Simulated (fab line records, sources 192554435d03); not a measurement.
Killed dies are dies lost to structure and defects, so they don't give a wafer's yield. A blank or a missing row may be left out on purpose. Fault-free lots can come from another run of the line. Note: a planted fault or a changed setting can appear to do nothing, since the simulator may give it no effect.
fab line records + flow n5_finfet + part 1 of 2: steps 1 to 4 of 6
record
- lots=19
- wafers=57
- last_day=17
route steps=1938 shown SD_EPI_P@316 SDB@357 DUMMY_REMOVAL@377 HKMG_FIN@407
lots with no fault: from the same line, run without faults
start_h: the number of hours between the record's first day and the start of the first shown wafer of the lot + wait_h: time in hours since the lot's previous step + " the same as in the row above + L1.1+2: a row that stands for several wafers + - no value present, or no start provided + * or withheld: withheld + < > ~ a bound
route shown NAME@n: NAME is a module with steps in the file, n the number in the route of the first one + usual: average and standard deviation across the fault-free wafers + same: alike in all rows + chamber/n: place in a boat + sites: readings site by site + _std_site: the standard deviation of these + _edge_site: outer sites' mean less inner sites' + radius_mm: how far each site lies from the wafer's centre + mask NAME#n: copy n + behind: tool/chamber where the wafer was last shaped + hold: why the lot went on hold/how many hours it stayed there/how the hold came to an end + device: the transistor (n, p or np) that didn't switch + end of line: tests of these same wafers at the route's end + where a step has no rows: the recipe by itself + killed: count of dies lost to structure and defects at first sort (not the wafer's yield) + map: shows each die of a wafer: x if killed, . if not, _ if none is there
set.NAME: the setting as run; set.NAME@STEP: as run at that earlier step + model.NAME: the simulator's own value behind a step, which no gauge read
route steps across a sampled set of lots; one table per step, one row per wafer
services: from which hour (start_h, from the record's first day; less than 0 if before it) a tool's chamber was out of use, for how many hours, and why
## steps
# step N5_SD_EPI_P_STRIP_40
# recipe
- chemistry=N2/H2
- power_w=1000
- temp_c=250
- h2_frac=0.65
- overash_fraction=0.3
- pressure_mtorr=withheld
- n2_flow_sccm=1750
- h2_flow_sccm=3250
# usual
- drypump_motor_current_A=5.7/0.61
- heater_power_w=318/28
- oes_product_au=0.760/0.01
| lot.wafer | tool            | chamber | start_h | wait_h | drypump_motor_current_A | heater_power_w | oes_product_au | rf_hours_counter_h |
|-----------|-----------------|---------|---------|--------|-------------------------|----------------|----------------|--------------------|
| L074.1    | plasma_asher-01 | 0       | 55.06   | 0.0    | 5.3                     | 276            | 0.750          | 32                 |
| L074.2    | "               | 1       | "       | "      | 5.8                     | 358            | 0.757          | 32                 |
| L074.5    | "               | 1       | "       | "      | 5.7                     | 369            | 0.767          | -                  |
| L075.1    | plasma_asher-02 | 0       | 58.41   | 0.0    | 6.7                     | 323            | 0.759          | 80                 |
| L075.2    | "               | 1       | "       | "      | 5.2                     | 316            | 0.754          | 80                 |
| L075.3    | "               | 1       | "       | "      | 5.2                     | 313            | 0.752          | -                  |
| L078.2    | plasma_asher-01 | 1       | 80.04   | 0.2    | 5.7                     | 360            | 0.782          | 36                 |
| L078.3    | "               | 0       | "       | "      | 5.2                     | 274            | 0.767          | -                  |
| L078.6    | "               | 0       | "       | "      | 5.2                     | 278            | 0.773          | -                  |
| L079.1    | plasma_asher-01 | 0       | 85.06   | 0.0    | 5.2                     | 284            | 0.752          | 36                 |
| L079.4    | "               | 1       | "       | "      | 5.8                     | 356            | 0.749          | -                  |
| L079.6    | "               | 0       | "       | "      | 5.2                     | 276            | 0.733          | -                  |
| L081.3    | plasma_asher-02 | 1       | 98.53   | 0.0    | 5.2                     | 307            | 0.767          | -                  |
| L081.4    | "               | 0       | "       | "      | 6.7                     | 326            | 0.762          | -                  |
| L081.5    | "               | 0       | "       | "      | 6.7                     | 331            | 0.768          | -                  |
| L082.1    | plasma_asher-02 | 1       | 103.77  | 0.0    | 5.2                     | 314            | 0.754          | 91                 |
| L082.2    | "               | 0       | "       | "      | 6.7                     | 321            | 0.763          | 91                 |
| L082.6    | "               | 0       | "       | "      | 6.7                     | 328            | 0.752          | -                  |
| L083.2    | plasma_asher-02 | 0       | 109.74  | 0.0    | 6.7                     | 322            | 0.744          | 92                 |
| L083.4    | "               | 1       | "       | "      | 5.2                     | 307            | 0.778          | -                  |
| L083.6    | "               | 1       | "       | "      | 5.2                     | 316            | 0.751          | -                  |
| L084.1    | plasma_asher-02 | 1       | 114.57  | 0.0    | 5.2                     | 309            | 0.762          | 93                 |
| L084.2    | "               | 0       | "       | "      | 6.7                     | 325            | 0.761          | 93                 |
| L084.6    | "               | 1       | "       | "      | 5.2                     | 305            | 0.767          | -                  |
| L085.1    | plasma_asher-02 | 0       | 126.66  | 0.0    | 6.7                     | 331            | 0.758          | 96                 |
| L085.5    | "               | 0       | "       | "      | 6.7                     | 318            | 0.749          | -                  |
| L085.6    | "               | 1       | "       | "      | 5.2                     | 302            | 0.758          | -                  |
| L086.1    | plasma_asher-01 | 0       | 131.27  | 0.0    | 5.3                     | 278            | 0.773          | 45                 |
| L086.2    | "               | 1       | "       | "      | 5.7                     | 359            | 0.748          | 45                 |
| L086.4    | "               | 1       | "       | "      | 5.7                     | 347            | 0.761          | -                  |
| L087.1    | plasma_asher-01 | 0       | 135.75  | 0.0    | 5.2                     | 274            | 0.740          | 46                 |
| L087.5    | "               | 0       | "       | "      | 5.2                     | 274            | 0.767          | -                  |
| L087.6    | "               | 1       | "       | "      | 5.7                     | 354            | 0.763          | -                  |
| L089.1    | plasma_asher-01 | 1       | 145.87  | 0.0    | 5.7                     | 358            | 0.752          | 47                 |
| L089.3    | "               | 0       | "       | "      | 5.3                     | 283            | 0.751          | -                  |
| L089.4    | "               | 1       | "       | "      | 5.8                     | 360            | 0.745          | -                  |
| L088.1    | plasma_asher-02 | 0       | 146.12  | 0.0    | 6.7                     | 321            | 0.767          | 99                 |
| L088.4    | "               | 1       | "       | "      | 5.3                     | 311            | 0.753          | -                  |
| L088.5    | "               | 1       | "       | "      | 5.2                     | 315            | 0.756          | -                  |
| L090.3    | plasma_asher-02 | 0       | 153.10  | 0.0    | 6.7                     | 329            | 0.766          | -                  |
| L090.5    | "               | 1       | "       | "      | 5.2                     | 306            | 0.771          | -                  |
| L090.6    | "               | 0       | "       | "      | 6.7                     | 325            | 0.752          | -                  |
| L091.1    | plasma_asher-01 | 1       | 155.16  | 0.0    | 5.7                     | 350            | 0.762          | 49                 |
| L091.4    | "               | 1       | "       | "      | 5.7                     | 349            | 0.755          | -                  |
| L091.5    | "               | 1       | "       | "      | 5.8                     | 358            | 0.756          | -                  |
| L092.2    | plasma_asher-02 | 1       | 165.18  | 0.0    | 5.2                     | 307            | 0.775          | 103                |
| L092.4    | "               | 1       | "       | "      | 5.2                     | 312            | 0.774          | -                  |
| L092.6    | "               | 0       | "       | "      | 6.7                     | 328            | 0.758          | -                  |
| L093.1    | plasma_asher-01 | 1       | 171.26  | 0.0    | 5.7                     | 344            | 0.767          | 52                 |
| L093.4    | "               | 1       | "       | "      | 5.7                     | 350            | 0.765          | -                  |
| L093.6    | "               | 1       | "       | "      | 5.7                     | 356            | 0.749          | -                  |
| L095.3    | plasma_asher-02 | 0       | 183.72  | 0.0    | 6.7                     | 328            | 0.768          | -                  |
| L095.5    | "               | 0       | "       | "      | 6.7                     | 324            | 0.776          | -                  |
| L095.6    | "               | 1       | "       | "      | 5.2                     | 307            | 0.734          | -                  |
| L097.1    | plasma_asher-02 | 1       | 196.65  | 0.0    | 5.2                     | 312            | 0.782          | 110                |
| L097.2    | "               | 0       | "       | "      | 6.7                     | 329            | 0.756          | 110                |
| L097.3    | "               | 1       | "       | "      | 5.2                     | 312            | 0.770          | -                  |
# step N5_SDB_OVL_MEAS_12
# recipe
- points_per_wafer=44
# usual
- SDB_OVL=0.4/0.72
| lot.wafer | tool       | chamber | start_h | wait_h | SDB_OVL[nm] |
|-----------|------------|---------|---------|--------|-------------|
| L074.1    | overlay-02 | 0       | 66.27   | 0.0    | 1.7         |
| L074.2    | "          | 0       | "       | "      | 0.7         |
| L074.5    | "          | 0       | "       | "      | 1.3         |
| L075.1    | overlay-02 | 0       | 69.70   | 0.0    | 1.7         |
| L075.2    | "          | 0       | "       | "      | 1.5         |
| L075.3    | "          | 0       | "       | "      | 2.2         |
| L078.2    | overlay-01 | 0       | 91.58   | 0.0    | -0.3        |
| L078.3    | "          | 0       | "       | "      | 0.1         |
| L078.6    | "          | 0       | "       | "      | -0.3        |
| L079.1    | overlay-02 | 0       | 96.64   | 0.0    | 0.0         |
| L079.4    | "          | 0       | "       | "      | 0.2         |
| L079.6    | "          | 0       | "       | "      | 0.1         |
| L081.3    | overlay-02 | 0       | 113.04  | 0.0    | -0.5        |
| L081.4    | "          | 0       | "       | "      | -0.2        |
| L081.5    | "          | 0       | "       | "      | -0.5        |
| L082.1    | overlay-01 | 0       | 115.11  | 0.0    | -0.4        |
| L082.2    | "          | 0       | "       | "      | -0.2        |
| L082.6    | "          | 0       | "       | "      | -0.8        |
| L083.2    | overlay-01 | 0       | 121.01  | 0.0    | -0.3        |
| L083.4    | "          | 0       | "       | "      | -0.9        |
| L083.6    | "          | 0       | "       | "      | -0.5        |
| L084.1    | overlay-01 | 0       | 125.06  | 0.0    | -0.2        |
| L084.2    | "          | 0       | "       | "      | 1.2         |
| L084.6    | "          | 0       | "       | "      | 1.7         |
| L085.1    | overlay-01 | 0       | 140.62  | 0.0    | -0.2        |
| L085.5    | "          | 0       | "       | "      | -0.4        |
| L085.6    | "          | 0       | "       | "      | -0.4        |
| L086.1    | overlay-01 | 0       | 141.73  | 0.0    | -0.5        |
| L086.2    | "          | 0       | "       | "      | 0.9         |
| L086.4    | "          | 0       | "       | "      | 1.3         |
| L087.1    | overlay-01 | 0       | 146.40  | 0.0    | 0.5         |
| L087.5    | "          | 0       | "       | "      | 0.5         |
| L087.6    | "          | 0       | "       | "      | 0.8         |
| L089.1    | overlay-01 | 0       | 156.44  | 0.0    | 0.0         |
| L089.3    | "          | 0       | "       | "      | -1.7        |
| L089.4    | "          | 0       | "       | "      | 0.1         |
| L088.1    | overlay-02 | 0       | 162.06  | 0.0    | 0.3         |
| L088.4    | "          | 0       | "       | "      | 0.4         |
| L088.5    | "          | 0       | "       | "      | 0.5         |
| L090.3    | overlay-02 | 0       | 163.59  | 0.0    | 0.6         |
| L090.5    | "          | 0       | "       | "      | 0.3         |
| L090.6    | "          | 0       | "       | "      | -0.5        |
| L091.1    | overlay-01 | 0       | 165.75  | 0.0    | -0.4        |
| L091.4    | "          | 0       | "       | "      | 0.4         |
| L091.5    | "          | 0       | "       | "      | -1.4        |
| L092.2    | overlay-02 | 0       | 175.64  | 0.0    | 1.9         |
| L092.4    | "          | 0       | "       | "      | 0.4         |
| L092.6    | "          | 0       | "       | "      | 0.9         |
| L093.1    | overlay-01 | 0       | 181.99  | 0.0    | 0.9         |
| L093.4    | "          | 0       | "       | "      | 0.2         |
| L093.6    | "          | 0       | "       | "      | 0.7         |
| L095.3    | overlay-02 | 0       | 195.20  | 0.0    | 0.5         |
| L095.5    | "          | 0       | "       | "      | 1.4         |
| L095.6    | "          | 0       | "       | "      | 0.8         |
| L097.1    | overlay-02 | 0       | 207.09  | 0.1    | 0.4         |
| L097.2    | "          | 0       | "       | "      | 0.7         |
| L097.3    | "          | 0       | "       | "      | -0.4        |
# step N5_SDB_DESCUM_16
# recipe
- chemistry=O2
- time_s=7.9
- source_power_w=50
- bias_power_w=20
- pressure_mtorr=20
- rf_frequency_hz=2.712e+07
- temp_c=40
- resist=CAR-ArF
- o2_flow_sccm=225
# usual
- chamber_pressure_mTorr=19.998/0.018
- drypump_motor_current_A=6.0/0.43
- oes_product_au=0.74/0.074
- rf_fwd_power_W=49.33/0.21
- rf_vpp_V=243.0/1.3
- showerhead_plenum_p_Torr=2.08/0.07
- throttle_valve_pct=20.31/0.22
| lot.wafer | tool        | chamber | start_h | wait_h | chamber_pressure_mTorr | drypump_motor_current_A | oes_product_au | rf_fwd_power_W | rf_hours_counter_h | rf_vpp_V | showerhead_plenum_p_Torr | throttle_valve_pct |
|-----------|-------------|---------|---------|--------|------------------------|-------------------------|----------------|----------------|--------------------|----------|--------------------------|--------------------|
| L074.1    | rie_diel-03 | 0       | 66.46   | 0.2    | 19.987                 | 5.3                     | 0.74           | 49.37          | 151                | 243.0    | 2.10                     | 20.43              |
| L074.2    | "           | 3       | "       | "      | 19.994                 | 5.5                     | 0.99           | 49.43          | 2                  | 243.4    | 2.06                     | 20.31              |
| L074.5    | "           | 3       | "       | "      | 20.015                 | 5.5                     | 0.99           | 49.23          | -                  | 243.6    | 2.06                     | 20.30              |
| L075.1    | rie_diel-05 | 1       | 69.76   | 0.0    | 19.967                 | 5.0                     | 0.75           | 49.25          | 157                | 244.3    | 2.08                     | 20.10              |
| L075.2    | "           | 3       | "       | "      | 20.002                 | 6.1                     | 0.73           | 49.42          | 192                | 245.1    | 2.14                     | 20.03              |
| L075.3    | "           | 0       | "       | "      | 20.016                 | 5.9                     | 0.70           | 49.38          | 202                | 241.6    | 2.00                     | 20.31              |
| L078.2    | rie_diel-04 | 1       | 91.79   | 0.2    | 19.998                 | 6.1                     | 0.72           | 49.35          | 194                | 244.9    | 2.18                     | 20.22              |
| L078.3    | "           | 2       | "       | "      | 20.014                 | 6.3                     | 0.72           | 49.23          | 178                | 242.4    | 2.06                     | 20.50              |
| L078.6    | "           | 0       | "       | "      | 20.040                 | 6.6                     | 0.71           | 49.34          | -                  | 243.5    | 2.18                     | 20.25              |
| L079.1    | rie_diel-05 | 0       | 96.69   | 0.0    | 19.963                 | 5.8                     | 0.69           | 49.52          | 212                | 241.4    | 1.99                     | 20.32              |
| L079.4    | "           | 1       | "       | "      | 20.011                 | 5.0                     | 0.74           | 49.33          | 166                | 242.8    | 2.08                     | 20.13              |
| L079.6    | "           | 0       | "       | "      | 19.983                 | 5.9                     | 0.69           | 49.67          | -                  | 241.4    | 1.99                     | 20.35              |
| L081.3    | rie_diel-05 | 3       | 113.11  | 0.0    | 19.992                 | 6.2                     | 0.71           | 49.54          | 209                | 244.6    | 2.14                     | 20.05              |
| L081.4    | "           | 1       | "       | "      | 19.988                 | 5.0                     | 0.74           | 49.31          | 172                | 242.3    | 2.08                     | 20.11              |
| L081.5    | "           | 0       | "       | "      | 20.008                 | 5.8                     | 0.68           | 49.38          | -                  | 241.0    | 1.99                     | 20.34              |
| L082.1    | rie_diel-05 | 0       | 115.17  | 0.0    | 19.958                 | 5.9                     | 0.68           | 49.48          | 219                | 238.8    | 1.99                     | 20.34              |
| L082.2    | "           | 1       | "       | "      | 20.004                 | 5.0                     | 0.73           | 49.16          | 173                | 242.2    | 2.08                     | 20.12              |
| L082.6    | "           | 3       | "       | "      | 19.979                 | 6.1                     | 0.72           | 49.21          | -                  | 244.1    | 2.14                     | 20.05              |
| L083.2    | rie_diel-03 | 3       | 121.52  | 0.5    | 19.981                 | 5.5                     | 0.95           | 49.51          | 19                 | 243.2    | 2.05                     | 20.32              |
| L083.4    | "           | 3       | "       | "      | 19.992                 | 5.5                     | 0.95           | 49.54          | -                  | 244.0    | 2.05                     | 20.33              |
| L083.6    | "           | 0       | "       | "      | 20.003                 | 5.3                     | 0.74           | 49.41          | -                  | 243.4    | 2.10                     | 20.45              |
| L084.1    | rie_diel-03 | 3       | 125.21  | 0.1    | 19.990                 | 5.5                     | 0.93           | 49.52          | 21                 | 242.5    | 2.05                     | 20.35              |
| L084.2    | "           | 0       | "       | "      | 19.952                 | 5.4                     | 0.74           | 49.43          | 170                | 242.0    | 2.10                     | 20.47              |
| L084.6    | "           | 3       | "       | "      | 19.998                 | 5.5                     | 0.93           | 49.40          | -                  | 242.2    | 2.05                     | 20.33              |
| L085.1    | rie_diel-05 | 2       | 140.68  | 0.0    | 19.993                 | 6.0                     | 0.70           | 49.04          | 230                | 241.7    | 1.98                     | 20.57              |
| L085.5    | "           | 3       | "       | "      | 20.008                 | 6.2                     | 0.71           | 49.28          | -                  | 243.6    | 2.14                     | 20.05              |
| L085.6    | "           | 2       | "       | "      | 19.983                 | 6.0                     | 0.70           | 48.89          | -                  | 242.1    | 1.98                     | 20.56              |
| L086.1    | rie_diel-05 | 0       | 141.78  | 0.0    | 19.989                 | 5.8                     | 0.68           | 49.34          | 226                | 240.4    | 1.99                     | 20.35              |
| L086.2    | "           | 3       | "       | "      | 19.982                 | 6.2                     | 0.72           | 49.39          | 217                | 245.6    | 2.14                     | 20.06              |
| L086.4    | "           | 1       | "       | "      | 20.007                 | 5.0                     | 0.73           | 49.34          | 180                | 243.1    | 2.08                     | 20.14              |
| L087.1    | rie_diel-05 | 0       | 146.46  | 0.0    | 20.010                 | 5.9                     | 0.67           | 49.58          | 227                | 241.8    | 1.99                     | 20.35              |
| L087.5    | "           | 0       | "       | "      | 19.969                 | 5.9                     | 0.68           | 49.44          | -                  | 240.6    | 1.99                     | 20.36              |
| L087.6    | "           | 1       | "       | "      | 20.026                 | 5.0                     | 0.73           | 49.45          | -                  | 242.8    | 2.07                     | 20.15              |
| L089.1    | rie_diel-05 | 3       | 156.50  | 0.0    | 19.984                 | 6.1                     | 0.71           | 49.44          | 222                | 244.7    | 2.13                     | 20.08              |
| L089.3    | "           | 2       | "       | "      | 19.975                 | 6.0                     | 0.69           | 49.00          | 235                | 241.8    | 1.98                     | 20.59              |
| L089.4    | "           | 1       | "       | "      | 19.998                 | 5.0                     | 0.71           | 49.34          | 186                | 244.0    | 2.07                     | 20.15              |
| L088.1    | rie_diel-05 | 2       | 162.12  | 0.0    | 19.962                 | 5.9                     | 0.69           | 49.01          | 238                | 241.0    | 1.98                     | 20.59              |
| L088.4    | "           | 3       | "       | "      | 20.003                 | 6.1                     | 0.71           | 49.57          | 225                | 244.5    | 2.13                     | 20.08              |
| L088.5    | "           | 0       | "       | "      | 20.027                 | 5.8                     | 0.67           | 49.87          | -                  | 242.1    | 1.99                     | 20.37              |
| L090.3    | rie_diel-03 | 0       | 163.85  | 0.2    | 20.013                 | 5.4                     | 0.72           | 49.30          | 182                | 242.8    | 2.09                     | 20.51              |
| L090.5    | "           | 2       | "       | "      | 20.007                 | 6.0                     | 0.73           | 49.51          | -                  | 244.4    | 2.15                     | 20.92              |
| L090.6    | "           | 3       | "       | "      | 19.997                 | 5.5                     | 0.91           | 49.50          | -                  | 241.9    | 2.05                     | 20.36              |
| L091.1    | rie_diel-03 | 1       | 165.81  | 0.0    | 20.005                 | 6.6                     | 0.88           | 49.44          | 52                 | 242.2    | 2.03                     | 20.03              |
| L091.4    | "           | 2       | "       | "      | 19.989                 | 6.0                     | 0.73           | 49.52          | 216                | 244.2    | 2.15                     | 20.93              |
| L091.5    | "           | 3       | "       | "      | 20.028                 | 5.5                     | 0.91           | 49.57          | -                  | 243.2    | 2.05                     | 20.37              |
| L092.2    | rie_diel-04 | 3       | 176.08  | 0.4    | 20.024                 | 6.1                     | 0.80           | 48.75          | 118                | 242.5    | 2.01                     | 20.14              |
| L092.4    | "           | 3       | "       | "      | 19.999                 | 6.1                     | 0.80           | 48.96          | -                  | 241.0    | 2.01                     | 20.15              |
| L092.6    | "           | 2       | "       | "      | 20.017                 | 6.3                     | 0.70           | 49.32          | -                  | 243.7    | 2.05                     | 20.56              |
| L093.1    | rie_diel-04 | 2       | 182.19  | 0.2    | 19.964                 | 6.4                     | 0.70           | 49.24          | 216                | 242.9    | 2.04                     | 20.57              |
| L093.4    | "           | 1       | "       | "      | 20.025                 | 6.1                     | 0.68           | 49.54          | 232                | 243.6    | 2.16                     | 20.26              |
| L093.6    | "           | 0       | "       | "      | 20.000                 | 6.6                     | 0.69           | 49.17          | -                  | 245.6    | 2.18                     | 20.28              |
| L095.3    | rie_diel-04 | 3       | 195.26  | 0.0    | 20.018                 | 6.1                     | 0.80           | 48.91          | 127                | 241.3    | 2.01                     | 20.16              |
| L095.5    | "           | 1       | "       | "      | 20.017                 | 6.1                     | 0.69           | 49.52          | -                  | 244.4    | 2.16                     | 20.29              |
| L095.6    | "           | 2       | "       | "      | 20.003                 | 6.4                     | 0.70           | 49.33          | -                  | 243.7    | 2.04                     | 20.55              |
| L097.1    | rie_diel-04 | 1       | 207.15  | 0.0    | 19.976                 | 6.1                     | 0.68           | 49.47          | 243                | 244.4    | 2.16                     | 20.29              |
| L097.2    | "           | 0       | "       | "      | 20.019                 | 6.6                     | 0.70           | 49.29          | 213                | 244.8    | 2.17                     | 20.29              |
| L097.3    | "           | 2       | "       | "      | 20.015                 | 6.4                     | 0.70           | 49.22          | 226                | 243.7    | 2.04                     | 20.58              |
# step N5_DUMMY_REMOVAL_HM_STRIP_01
# recipe
- chemistry=CH3F/O2
- material=SiNx
- target_depth_a=40
- stop_on=poly-Si
- time_s=6.8
- over_etch_frac=0.3
- ion_energy_ev=60
- power_w=410
- bias_w=29
- Ar_flow_sccm=150
- CH3F_flow_sccm=30
- O2_flow_sccm=20
# usual
- CH3F_flow_sccm=30.00/0.081
- chamber_pressure_mTorr=30.000/0.027
- drypump_motor_current_A=5.53/0.27
- oes_product_au=0.64/0.063
- rf_vpp_V=127.5/0.99
- showerhead_plenum_p_Torr=2.01/0.07
- throttle_valve_pct=16.28/0.26
# same
- over_etch_frac=0.3
| lot.wafer | tool        | chamber | start_h | wait_h | CH3F_flow_sccm | chamber_pressure_mTorr | drypump_motor_current_A | oes_product_au | rf_hours_counter_h | rf_vpp_V | showerhead_plenum_p_Torr | throttle_valve_pct |
|-----------|-------------|---------|---------|--------|----------------|------------------------|-------------------------|----------------|--------------------|----------|--------------------------|--------------------|
| L074.1    | rie_diel-02 | 1       | 70.75   | 0.4    | 29.99          | 29.989                 | 5.65                    | 0.71           | 29                 | 125.3    | 1.94                     | 16.19              |
| L074.2    | "           | 0       | "       | "      | 29.96          | 29.986                 | 5.13                    | 0.58           | 201                | 127.4    | 2.06                     | 16.37              |
| L074.5    | "           | 3       | "       | "      | 29.94          | 29.982                 | 5.33                    | 0.65           | -                  | 126.7    | 1.92                     | 16.26              |
| L075.1    | rie_diel-01 | 3       | 73.64   | 0.0    | 30.10          | 30.004                 | 5.14                    | 0.73           | 23                 | 128.1    | 2.05                     | 16.49              |
| L075.2    | "           | 2       | "       | "      | 29.95          | 29.961                 | 5.76                    | 0.57           | 202                | 127.1    | 2.08                     | 16.83              |
| L075.3    | "           | 0       | "       | "      | 30.01          | 30.046                 | 5.41                    | 0.64           | 122                | 128.1    | 1.92                     | 16.33              |
| L078.2    | rie_diel-02 | 3       | 96.15   | 0.0    | 30.06          | 29.923                 | 5.32                    | 0.63           | 130                | 127.2    | 1.92                     | 16.28              |
| L078.3    | "           | 0       | "       | "      | 29.95          | 29.984                 | 5.10                    | 0.57           | 208                | 128.2    | 2.06                     | 16.38              |
| L078.6    | "           | 2       | "       | "      | 29.92          | 29.955                 | 5.84                    | 0.70           | -                  | 126.7    | 2.03                     | 15.82              |
| L079.1    | rie_diel-06 | 0       | 100.62  | 0.1    | 29.89          | 29.997                 | 5.77                    | 0.59           | 201                | 128.4    | 2.00                     | 16.58              |
| L079.4    | "           | 3       | "       | "      | 29.97          | 30.003                 | 5.89                    | 0.72           | 42                 | 129.4    | 2.14                     | 15.99              |
| L079.6    | "           | 3       | "       | "      | 30.04          | 30.010                 | 5.89                    | 0.73           | -                  | 129.6    | 2.14                     | 16.01              |
| L081.3    | rie_diel-02 | 3       | 117.01  | 0.0    | 30.00          | 29.963                 | 5.35                    | 0.63           | 137                | 126.4    | 1.91                     | 16.31              |
| L081.4    | "           | 0       | "       | "      | 30.05          | 30.011                 | 5.10                    | 0.57           | 215                | 127.6    | 2.05                     | 16.40              |
| L081.5    | "           | 1       | "       | "      | 29.95          | 29.984                 | 5.65                    | 0.70           | -                  | 127.9    | 1.94                     | 16.19              |
| L082.1    | rie_diel-01 | 0       | 119.27  | 0.1    | 30.09          | 30.001                 | 5.41                    | 0.63           | 135                | 127.1    | 1.92                     | 16.34              |
| L082.2    | "           | 2       | "       | "      | 29.92          | 30.035                 | 5.74                    | 0.57           | 215                | 128.3    | 2.07                     | 16.84              |
| L082.6    | "           | 3       | "       | "      | 30.05          | 29.979                 | 5.16                    | 0.72           | -                  | 126.7    | 2.04                     | 16.51              |
| L083.2    | rie_diel-02 | 0       | 125.40  | 0.0    | 29.90          | 30.013                 | 5.11                    | 0.57           | 217                | 128.5    | 2.05                     | 16.41              |
| L083.4    | "           | 1       | "       | "      | 29.84          | 29.967                 | 5.65                    | 0.69           | 45                 | 125.6    | 1.94                     | 16.21              |
| L083.6    | "           | 2       | "       | "      | 30.16          | 30.038                 | 5.86                    | 0.69           | -                  | 128.5    | 2.02                     | 15.85              |
| L084.1    | rie_diel-06 | 0       | 129.10  | 0.0    | 29.89          | 30.051                 | 5.78                    | 0.58           | 210                | 127.1    | 1.99                     | 16.61              |
| L084.2    | "           | 3       | "       | "      | 29.91          | 30.041                 | 5.91                    | 0.71           | 51                 | 127.8    | 2.14                     | 16.02              |
| L084.6    | "           | 1       | "       | "      | 30.05          | 30.012                 | 5.33                    | 0.57           | -                  | 126.0    | 1.97                     | 16.41              |
| L085.1    | rie_diel-02 | 1       | 144.66  | 0.1    | 30.21          | 29.984                 | 5.67                    | 0.69           | 50                 | 129.1    | 1.94                     | 16.21              |
| L085.5    | "           | 3       | "       | "      | 29.89          | 30.014                 | 5.32                    | 0.63           | -                  | 125.8    | 1.91                     | 16.31              |
| L085.6    | "           | 0       | "       | "      | 30.10          | 30.014                 | 5.12                    | 0.56           | -                  | 127.8    | 2.05                     | 16.42              |
| L086.1    | rie_diel-01 | 0       | 145.68  | 0.0    | 29.98          | 29.980                 | 5.40                    | 0.63           | 142                | 128.2    | 1.92                     | 16.36              |
| L086.2    | "           | 2       | "       | "      | 30.07          | 30.030                 | 5.79                    | 0.56           | 223                | 128.0    | 2.07                     | 16.85              |
| L086.4    | "           | 1       | "       | "      | 30.01          | 30.011                 | 5.45                    | 0.58           | 242                | 128.4    | 2.06                     | 16.29              |
| L087.1    | rie_diel-02 | 3       | 150.59  | 0.0    | 30.11          | 29.982                 | 5.33                    | 0.63           | 145                | 126.0    | 1.91                     | 16.31              |
| L087.5    | "           | 0       | "       | "      | 30.08          | 30.024                 | 5.11                    | 0.56           | -                  | 127.6    | 2.05                     | 16.43              |
| L087.6    | "           | 1       | "       | "      | 29.98          | 29.946                 | 5.66                    | 0.69           | -                  | 127.4    | 1.94                     | 16.23              |
| L089.1    | rie_diel-02 | 1       | 160.85  | 0.2    | 29.96          | 29.987                 | 5.64                    | 0.67           | 55                 | 126.9    | 1.94                     | 16.24              |
| L089.3    | "           | 3       | "       | "      | 29.94          | 30.035                 | 5.33                    | 0.63           | 149                | 127.2    | 1.91                     | 16.32              |
| L089.4    | "           | 2       | "       | "      | 29.90          | 30.016                 | 5.81                    | 0.68           | 70                 | 129.3    | 2.02                     | 15.86              |
| L088.1    | rie_diel-06 | 0       | 166.00  | 0.0    | 29.93          | 30.047                 | 5.75                    | 0.58           | 223                | 126.9    | 1.99                     | 16.62              |
| L088.4    | "           | 2       | "       | "      | 30.04          | 30.010                 | 5.42                    | 0.59           | 175                | 127.9    | 2.07                     | 16.11              |
| L088.5    | "           | 0       | "       | "      | 30.00          | 29.979                 | 5.74                    | 0.57           | -                  | 127.6    | 1.99                     | 16.61              |
| L090.3    | rie_diel-06 | 1       | 167.85  | 0.1    | 30.07          | 30.016                 | 5.29                    | 0.56           | 211                | 127.7    | 1.97                     | 16.43              |
| L090.5    | "           | 0       | "       | "      | 29.99          | 30.025                 | 5.79                    | 0.58           | -                  | 126.1    | 1.99                     | 16.62              |
| L090.6    | "           | 3       | "       | "      | 29.97          | 30.013                 | 5.89                    | 0.70           | -                  | 128.1    | 2.13                     | 16.04              |
| L091.1    | rie_diel-06 | 2       | 169.69  | 0.0    | 30.01          | 29.987                 | 5.38                    | 0.60           | 176                | 128.0    | 2.07                     | 16.13              |
| L091.4    | "           | 0       | "       | "      | 30.08          | 29.936                 | 5.77                    | 0.57           | 225                | 126.7    | 1.99                     | 16.62              |
| L091.5    | "           | 3       | "       | "      | 30.00          | 30.003                 | 5.89                    | 0.70           | -                  | 126.9    | 2.13                     | 16.04              |
| L092.2    | rie_diel-02 | 1       | 180.44  | 0.0    | 30.17          | 29.943                 | 5.68                    | 0.68           | 62                 | 127.2    | 1.93                     | 16.24              |
| L092.4    | "           | 0       | "       | "      | 30.03          | 30.031                 | 5.12                    | 0.56           | 233                | 127.5    | 2.05                     | 16.45              |
| L092.6    | "           | 0       | "       | "      | 29.96          | 29.965                 | 5.11                    | 0.56           | -                  | 128.7    | 2.05                     | 16.43              |
| L093.1    | rie_diel-01 | 0       | 187.12  | 0.0    | 30.07          | 29.999                 | 5.43                    | 0.62           | 155                | 126.8    | 1.91                     | 16.38              |
| L093.4    | "           | 1       | "       | "      | 30.09          | 30.014                 | 5.48                    | 0.81           | 2                  | 128.3    | 2.05                     | 15.81              |
| L093.6    | "           | 2       | "       | "      | 30.18          | 30.018                 | 5.76                    | 0.56           | -                  | 127.1    | 2.07                     | 16.88              |
| L095.3    | rie_diel-02 | 1       | 199.91  | 0.0    | 29.94          | 29.968                 | 5.63                    | 0.67           | 69                 | 127.1    | 1.93                     | 16.25              |
| L095.5    | "           | 2       | "       | "      | 29.88          | 29.979                 | 5.83                    | 0.68           | -                  | 127.1    | 2.02                     | 15.88              |
| L095.6    | "           | 3       | "       | "      | 29.96          | 29.997                 | 5.32                    | 0.63           | -                  | 126.2    | 1.91                     | 16.34              |
| L097.1    | rie_diel-01 | 1       | 211.51  | 0.0    | 29.99          | 29.989                 | 5.46                    | 0.79           | 10                 | 128.1    | 2.05                     | 15.82              |
| L097.2    | "           | 0       | "       | "      | 29.99          | 30.008                 | 5.43                    | 0.62           | 163                | 126.3    | 1.91                     | 16.40              |
| L097.3    | "           | 2       | "       | "      | 30.05          | 30.049                 | 5.75                    | 0.54           | 242                | 127.5    | 2.06                     | 16.89              |
